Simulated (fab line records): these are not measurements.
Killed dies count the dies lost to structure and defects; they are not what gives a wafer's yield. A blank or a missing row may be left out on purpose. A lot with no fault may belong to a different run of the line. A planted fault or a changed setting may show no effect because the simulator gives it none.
Chamber matching ; flow n5Finfet ; N5_BEOL_M5_PECVD_70 on pecvd-01 has 3 sister chambers
The step deposits SiO2 from TEOS/O2, target thk 16 nm, time 18 s. 3 wafers are shown with their chamber, then 7 later ones without.

## WAFERS WITH THEIR CHAMBER
wafer;chamber;showerheadPlenumPTorr (Torr)
L083.5;0;8.78
L087.1;1;8.75
L087.3;2;8.80

## WAFERS WHOSE CHAMBER IS MISSING
wafer;showerheadPlenumPTorr (Torr)
L087.5;8.82
L095.3;8.82
L095.4;8.75
L095.5;8.81
L097.1;8.74
L097.2;8.73
L097.3;8.81

## WHICH CHAMBER EACH WENT THROUGH
wafer;from the rows above;in truth
L087.5;can't be placed: 2 or 0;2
L095.3;can't be placed: 2 or 0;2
L095.4;1;1
L095.5;can't be placed: 2 or 0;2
L097.1;1;1
L097.2;1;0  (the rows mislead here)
L097.3;can't be placed: 2 or 0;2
Correctly placed: 2 of 7. Cannot be placed on the basis of these rows: 4; the candidates contain the true chamber in 4. Number placed wrongly: 1.
How it was worked out, from the rows above alone: a wafer's distance from a chamber is the root of the sum, over the readings, of the square of ((its reading less the chamber's mean) divided by the reading's scatter). The wafer belongs to the nearest chamber; if the next one is less than 2 further off, it can't be placed. For every chamber, the mean is computed from those of its wafers that are shown. The scatter: root of mean squared gap, hidden wafer to nearest shown wafer, with one shown wafer a chamber.
